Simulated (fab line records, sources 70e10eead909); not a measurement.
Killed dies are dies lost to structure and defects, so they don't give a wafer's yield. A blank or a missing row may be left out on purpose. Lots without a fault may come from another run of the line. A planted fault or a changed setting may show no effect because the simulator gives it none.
fab line records | flow nand_harc | part 2 of 2: steps 25 to 39 of 39
record lots=5 wafers=15 last_day=34
route steps=1302 shown A_CHANNEL_HOLE_D1@489 A_CHANNEL_FILL_D1@490 A_DECK1_JOINT@518
lots that met no fault: from a run of the same line without faults
start_h: hours from the record's first day to the start of the lot's first wafer shown | wait_h: hours since the lot's step before | " the same as in the row above | L1.1+2: a row that stands for several wafers | - no value, or no start given | * or withheld: withheld | < > ~ a bound
route shown NAME@n: a module of which the file shows steps, and the number in the route of the first | usual: mean/standard deviation of fault-free wafers | same: alike in all rows | chamber/n: place in a boat | sites: the reading at each site | _std_site: their standard deviation | _edge_site: outer sites' mean less inner sites' | radius_mm: how far each site lies from the wafer's centre | mask NAME#n: copy n | behind: the tool/chamber that last shaped the wafer | hold: why the lot was held/for how many hours/how that ended | device: the transistor (n, p or np) that didn't switch | end of line: the same wafers' tests at the end of the route | a step without rows: its recipe alone | killed: dies lost to structure and defects at the first sort, not the wafer's yield | map: a wafer's dies, x killed, . not, _ none there
set.NAME: the setting as run; set.NAME@STEP: as run at that earlier step | model.NAME: the simulator's own value behind a step, which no gauge read
lots at some steps of the route; a table a step, a row a wafer
services: from which hour (start_h, from the record's first day; less than 0 if before it) a tool's chamber was out of use, for how many hours, and why
## steps
# step NHARC_A_CHANNEL_FILL_D1_CMP_10
# recipe target_thk_nm=150
# usual motor_current_A=11.8/1.3 time_to_endpoint_s=15.3/2.1
# columns lot.wafer tool chamber start_h wait_h motor_current_A time_to_endpoint_s
L081.1 cmp-01 1 303.06 0.4 13.9 14.0
L081.4 " 2 " " 13.2 16.1
L081.3 " 3 " " 11.3 15.1
L087.2 cmp-02 0 362.57 0.4 10.7 16.4
L087.3 " 1 " " 11.6 16.6
L087.4 " 3 " " 11.6 11.6
L092.2 cmp-02 1 413.84 0.4 12.1 13.7
L092.5 " 0 " " 11.1 13.0
L092.6 " 1 " " 11.7 12.2
L091.4 cmp-03 0 413.89 0.4 8.4 13.0
L091.5 " 1 " " 11.1 15.4
L091.6 " 2 " " 12.2 13.7
L096.3 cmp-01 3 466.37 0.4 11.6 15.4
L096.4 " 1 " " 13.8 16.7
L096.5 " 3 " " 11.2 15.6
# step NHARC_A_CHANNEL_FILL_D1_SRD_12
# columns lot.wafer tool chamber start_h wait_h
L081.1+3+4 wet_bench-05 2,3,4 303.33 0.0
L087.3+4+2 wet_bench-07 2,4,5 362.87 0.0
L092.2+5+6 wet_bench-05 2,5,6 414.11 0.0
L091.5+4+6 wet_bench-07 6,7,1 414.12 0.0
L096.4+5+3 wet_bench-05 3,6,0 466.66 0.0
# step NHARC_A_CHANNEL_FILL_D1_INSPECT_13
# usual raw_defect_count=324/140
# columns lot.wafer tool chamber start_h wait_h raw_defect_count
L081.1 defect_inspect-02 - 303.44 0.0 365
L081.3 " - " " 445
L081.4 " - " " 347
L087.2 defect_inspect-02 - 362.99 0.0 264
L087.3 " - " " 243
L087.4 " - " " 269
L092.2 defect_inspect-02 - 414.23 0.0 277
L092.5 " - " " 195
L092.6 " - " " 303
L091.4 defect_inspect-01 - 414.23 0.0 388
L091.5 " - " " 284
L091.6 " - " " 413
L096.3 defect_inspect-02 - 466.78 0.0 199
L096.4 " - " " 283
L096.5 " - " " 183
# step NHARC_A_DECK1_JOINT_ETCHBACK_07
# recipe target_depth_a=1050 time_s=26.9 hbr_flow_sccm=150 rf_w=350 icp_w=350 bias_w=60 chemistry=HBr
# usual drypump_motor_current_A=5.6/0.49 oes_product_au=0.999/0.0098 throttle_valve_pct=23.266/0.01
# columns lot.wafer tool chamber start_h wait_h drypump_motor_current_A oes_product_au rf_hours_counter_h throttle_valve_pct
L081.3 rie_si-03 1 303.50 0.1 5.1 1.009 0.6 23.242
L081.4 " 3 " " 5.7 1.006 0.5 23.267
L081.1 " 0 " " 6.3 0.979 0.4 23.281
L087.4 rie_si-03 3 363.05 0.1 5.7 1.011 1.1 23.250
L087.3 " 0 " " 6.3 0.987 0.8 23.265
L087.2 " 1 " " 5.2 1.007 0.9 23.275
L092.2 rie_si-03 1 414.30 0.1 5.1 0.996 0 23.269
L092.6 " 0 " " 6.3 0.984 - 23.273
L092.5 " 1 " " 5.1 0.990 - 23.259
L091.4 rie_si-01 0 414.33 0.1 6.4 0.995 0.2 23.269
L091.5 " 1 " " 4.7 1.008 - 23.259
L091.6 " 2 " " 6.0 0.987 - 23.267
L096.4 rie_si-06 3 466.85 0.1 6.1 1.000 0.3 23.268
L096.3 " 0 " " 5.4 0.987 0.1 23.263
L096.5 " 3 " " 6.1 0.999 - 23.256
# step NHARC_A_DECK1_JOINT_ETCH_25
# recipe target_depth_a=5 chemistry=dHF material=SiO2
# columns lot.wafer tool chamber start_h wait_h
L081.3+4+1 wet_bench-01 3,4,7 303.66 0.1
L087.2+4+3 wet_bench-02 1,3,6 363.19 0.1
L092.5+6+2 wet_bench-04 3,7,0 414.43 0.1
L091.6+5+4 wet_bench-02 6,7,1 414.45 0.1
L096.3+4+5 wet_bench-01 6,0,1 466.99 0.1
# step NHARC_A_DECK1_JOINT_ETCH_19
# recipe temp_c=25 target_depth_a=30 chemistry=TMAH material=poly-Si
# columns lot.wafer tool chamber start_h wait_h
L081.3+4+1 wet_bench-01 3,4,7 303.69 0.0
L087.2+4+3 wet_bench-02 1,3,6 363.22 0.0
L092.5+6+2 wet_bench-04 3,7,0 414.46 0.0
L091.6+5+4 wet_bench-02 6,7,1 414.48 0.0
L096.3+4+5 wet_bench-01 6,0,1 467.02 0.0
# step NHARC_A_DECK1_JOINT_ETCH_18
# recipe target_depth_a=30 chemistry=dHF material=SiO2
# columns lot.wafer tool chamber start_h wait_h
L081.3+4+1 wet_bench-01 3,4,7 - -
L087.2+4+3 wet_bench-02 1,3,6 - -
L092.5+6+2 wet_bench-04 3,7,0 - -
L091.6+5+4 wet_bench-02 6,7,1 - -
L096.3+4+5 wet_bench-01 6,0,1 - -
# step NHARC_A_DECK1_JOINT_WET_08
# recipe temp_c=160 time_s=86 chemistry=H3PO4
# columns lot.wafer tool chamber start_h wait_h
L081.1+3+4 wet_h3po4-02 1 305.47 -
L087.2+3+4 wet_h3po4-02 1 365.03 -
L091.4+5+6 wet_h3po4-01 0 416.27 -
L092.2+5+6 wet_h3po4-01 0 416.27 -
L096.3+4+5 wet_h3po4-02 1 468.82 -
# step NHARC_A_DECK1_JOINT_ETCH_09
# recipe target_depth_a=50 chemistry=dHF material=SiO2
# columns lot.wafer tool chamber start_h wait_h
L081.4+3+1 wet_bench-02 4,5,6 306.02 0.0
L087.2+4+3 wet_bench-02 6,0,3 365.58 0.0
L091.6+4+5 wet_bench-02 4,6,7 416.82 0.0
L092.6+5+2 wet_bench-01 4,5,0 416.83 0.0
L096.3+4+5 wet_bench-02 1,2,5 469.38 0.0
# step NHARC_A_DECK1_JOINT_WET_10
# recipe temp_c=160 time_s=86 chemistry=H3PO4
# columns lot.wafer tool chamber start_h wait_h
L081.1+3+4 wet_h3po4-02 0 307.69 1.7
L087.2+3+4 wet_h3po4-01 0 367.28 1.7
L091.4+5+6 wet_h3po4-01 0 418.51 1.7
L092.2+5+6 wet_h3po4-01 0 418.51 1.7
L096.3+4+5 wet_h3po4-01 1 471.06 1.7
# step NHARC_A_DECK1_JOINT_ETCH_11
# recipe target_depth_a=350 chemistry=dHF material=SiO2
# columns lot.wafer tool chamber start_h wait_h
L081.1+4+3 wet_bench-04 0,1,4 308.24 0.0
L087.4+2+3 wet_bench-04 4,5,7 367.83 0.0
L091.6+5+4 wet_bench-01 7,0,2 419.09 0.0
L092.2+5+6 wet_bench-04 4,5,7 419.11 0.1
L096.4+5+3 wet_bench-01 1,2,3 471.64 0.0
# step NHARC_A_DECK1_JOINT_CVD_12
# recipe target_thk_a=900 temp_c=620 pressure_mtorr=200 time_s=1800 material=poly-Si
# usual spike_tc_upper_C=618.6/1.1
# columns lot.wafer tool chamber start_h wait_h spike_tc_upper_C
L081.1 lpcvd_poly-03 0 310.74 2.5 617.5
L081.3 " 0 " " 619.6
L081.4 " 0 " " 619.8
L087.2 lpcvd_poly-02 0 370.49 2.6 617.9
L087.3 " 0 " " 619.7
L087.4 " 0 " " 617.8
L091.4 lpcvd_poly-02 0 421.72 2.5 620.0
L091.5 " 0 " " 619.0
L091.6 " 0 " " 619.0
L092.2 lpcvd_poly-02 0 421.72 2.6 618.3
L092.5 " 0 " " 618.8
L092.6 " 0 " " 618.2
L096.3 lpcvd_poly-04 0 474.29 2.6 617.9
L096.4 " 0 " " 616.2
L096.5 " 0 " " 615.0
# step NHARC_A_DECK1_JOINT_CMP_13
# recipe target_thk_nm=51.023
# usual motor_current_A=11.9/1.6 time_to_endpoint_s=8.2/2.1
# columns lot.wafer tool chamber start_h wait_h motor_current_A time_to_endpoint_s
L081.3 cmp-03 2 313.64 0.4 11.9 6.5
L081.4 " 3 " " 10.7 9.0
L081.1 " 0 " " 8.2 7.4
L087.4 cmp-03 1 373.37 0.4 10.5 6.0
L087.3 " 2 " " 12.4 6.0
L087.2 " 0 " " 8.6 6.9
L092.2 cmp-01 2 424.57 0.4 12.7 11.3
L092.5 " 2 " " 13.0 8.7
L092.6 " 3 " " 10.9 9.8
L091.4 cmp-03 2 424.62 0.4 13.1 7.0
L091.6 " 0 " " 7.8 6.8
L091.5 " 1 " " 10.6 8.0
L096.3 cmp-04 1 477.19 0.4 13.6 10.3
L096.4 " 2 " " 12.9 13.6
L096.5 " 0 " " 11.7 9.6
# step NHARC_A_DECK1_JOINT_THK_MEAS_14
# recipe thk_meas_gauge=ellipsometry
# usual thk_nm=50.9/1.5
# columns lot.wafer tool chamber start_h wait_h thk_nm
L081.1 film_metro-02 - 313.87 0.2 52.2
L081.3 " - " " 49.3
L081.4 " - " " 49.3
L087.2 film_metro-01 - 373.62 0.2 51.0
L087.3 " - " " 49.9
L087.4 " - " " 49.7
L092.2 film_metro-02 - 424.82 0.2 48.5
L092.5 " - " " 54.5
L092.6 " - " " 53.2
L091.4 film_metro-01 - 424.83 0.2 50.2
L091.5 " - " " 48.4
L091.6 " - " " 49.7
L096.3 film_metro-01 - 477.39 0.2 48.9
L096.4 " - " " 52.6
L096.5 " - " " 50.3
# step NHARC_A_DECK1_JOINT_SRD_04
# columns lot.wafer tool chamber start_h wait_h
L081.1+3+4 wet_bench-04 5,7,0 313.92 0.0
L087.3+4+2 wet_bench-02 1,2,4 373.66 0.0
L092.2+5+6 wet_bench-01 1,3,4 424.86 0.0
L091.6+5+4 wet_bench-04 1,2,5 424.88 0.0
L096.3+5+4 wet_bench-04 1,3,6 477.43 0.0
## services
# columns tool chamber start_h hours kind
rie_diel-11 3 237.59 4.0 repair
rie_diel-05 2 240.45 12.0 repair
wet_bench-02 - 244.00 8.0 pm
ald_hk-04 - 254.87 10.0 pm
rie_diel-11 - 255.50 9.0 pm
wet_bench-05 - 260.80 8.0 pm
wet_bench-04 - 274.15 6.2 repair
wet_bench-01 - 277.60 8.0 pm
lpcvd_poly-04 - 281.44 5.4 repair
ald_hk-04 - 286.07 4.4 repair
rie_diel-01 - 308.35 1.8 repair
wet_h3po4-01 - 313.05 8.0 pm
rie_diel-11 0 322.30 8.7 repair
wet_bench-07 - 336.00 8.0 pm
ald_hk-02 - 348.00 10.0 pm
wet_bench-01 - 352.16 1.6 repair
wet_bench-09 - 352.86 8.0 pm
rie_diel-01 - 380.85 9.0 pm
wet_bench-04 - 403.20 8.0 pm
wet_bench-02 - 420.00 8.0 pm
lpcvd_poly-01 - 423.57 12.9 repair
wet_bench-05 - 436.80 8.0 pm
wet_bench-05 - 449.66 4.8 repair
wet_bench-01 - 453.60 8.0 pm
